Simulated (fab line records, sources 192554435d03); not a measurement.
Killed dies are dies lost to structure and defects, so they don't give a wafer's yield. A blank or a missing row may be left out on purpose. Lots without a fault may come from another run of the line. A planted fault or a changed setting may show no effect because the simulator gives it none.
Split-lot experiment | flow n5_finfet | 7 lots, 21 wafers read, on a route of 1938 steps

THE SPLIT
At N5_BEOL_M5_EXPOSE_08 (exposes mask M5, target cd 28 nm), the setting dose_mj was moved away from the recipe's 35.75 on 6 of the 21 wafers read, by -3.6% to +7.0%. The other wafers ran this setting at the recipe's value.

FROM THE SPLIT TO THE READING: what the file shows between them, 4 steps
- N5_BEOL_M5_PEB_09: peb time 60 s
- N5_BEOL_M5_DEVELOP_10: develop time 30 s
- N5_BEOL_M5_DESCUM_16: chemistry O2, time 7 s
- N5_BEOL_M5_ETCH_72: etches underlayer in N2/H2, target depth 6.5 nm, time 5.2 s

THE READING
BEOL_M5.cd_nm (the simulator's own value, which no gauge read), in nm, at N5_BEOL_M5_ETCH_61 (etches SiARC in CF4, target depth 15.6 nm, time 26 s). The file gives no usual value for it. The 15 wafers here that ran the recipe average 28.3 nm, standard deviation 0.14 nm.

wafer  | tool, chamber at the split | dose_mj as run | against the recipe | BEOL_M5.cd_nm, nm | against lot-mates on the recipe
L076.2 | euv_scanner-01, 0          | 34.45          | -3.6%              | 27.6              | -0.6
L076.4 | euv_scanner-01, 0          | 35.75          | recipe             | 28.2              | -
L076.6 | euv_scanner-01, 0          | 34.45          | -3.6%              | 27.4              | -0.8
L082.1 | euv_scanner-01, 0          | 35.75          | recipe             | 28.2              | -
L082.2 | euv_scanner-01, 0          | 35.75          | recipe             | 28.2              | -
L082.4 | euv_scanner-01, 0          | 36.49          | +2.1%              | 28.8              | +0.6
L085.2 | euv_scanner-01, 0          | 35.75          | recipe             | 28.4              | -
L085.3 | euv_scanner-01, 0          | 38.26          | +7.0%              | 29.8              | +1.4
L085.5 | euv_scanner-01, 0          | 38.26          | +7.0%              | 29.8              | +1.4
L090.1 | euv_scanner-01, 0          | 35.75          | recipe             | 28.4              | -
L090.2 | euv_scanner-01, 0          | 35.75          | recipe             | 28.4              | -
L090.6 | euv_scanner-01, 0          | 37.57          | +5.1%              | 29.6              | +1.2
L091.1 | euv_scanner-01, 0          | 35.75          | recipe             | 28.4              | -
L091.4 | euv_scanner-01, 0          | 35.75          | recipe             | 28.2              | -
L091.5 | euv_scanner-01, 0          | 35.75          | recipe             | 28.6              | -
L095.4 | euv_scanner-01, 0          | 35.75          | recipe             | 28.2              | -
L095.5 | euv_scanner-01, 0          | 35.75          | recipe             | 28                | -
L095.6 | euv_scanner-01, 0          | 35.75          | recipe             | 28.4              | -
L096.3 | euv_scanner-01, 0          | 35.75          | recipe             | 28.2              | -
L096.5 | euv_scanner-01, 0          | 35.75          | recipe             | 28.2              | -
L096.6 | euv_scanner-01, 0          | 35.75          | recipe             | 28.2              | -

THE FIT
A straight line over all 21 wafers: BEOL_M5.cd_nm changes by +0.223 nm for each +1% of dose_mj; r = +0.98; the points scatter about the line by 0.14 nm.
The same after taking each lot's own level away (the mean of its wafers on the recipe; 21 wafers): +0.205 nm for each +1%; r = +0.98; scatter 0.11 nm.
On that fit, the largest move of dose_mj shifts the reading by 1.4 nm.
The lots' own levels span 28.20 to 28.40 nm, that is 1.4 times the standard deviation above.
So the lot-to-lot level changes the slope little: the two slopes agree.
Check: with one of the wafers moved furthest among these (+7.0%) left out of the fit, the line predicts +1.49 nm for it against its lot-mates. It came out at +1.4 nm against them.

THE WHOLE CHAIN: every reading that the file lists as answering this split, in the file's order
step                 | what it does                                                | reading                                                        | change (the file's fit)               | r (the file's)
N5_BEOL_M5_DESCUM_16 | chemistry O2, time 7 s                                      | BEOL_M5.cd_nm (the simulator's own value, which no gauge read) | +0.216 nm for each +1% of the setting | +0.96
N5_BEOL_M5_ETCH_72   | etches underlayer in N2/H2, target depth 6.5 nm, time 5.2 s | BEOL_M5.cd_nm (the simulator's own value, which no gauge read) | +0.204 nm for each +1% of the setting | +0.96
N5_BEOL_M5_ETCH_61   | etches SiARC in CF4, target depth 15.6 nm, time 26 s        | BEOL_M5.cd_nm (the simulator's own value, which no gauge read) | +0.213 nm for each +1% of the setting | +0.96

THE FILE'S OWN FIT
BEOL_M5.cd_nm changes by +0.213 nm for each +1% of dose_mj, r = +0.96.
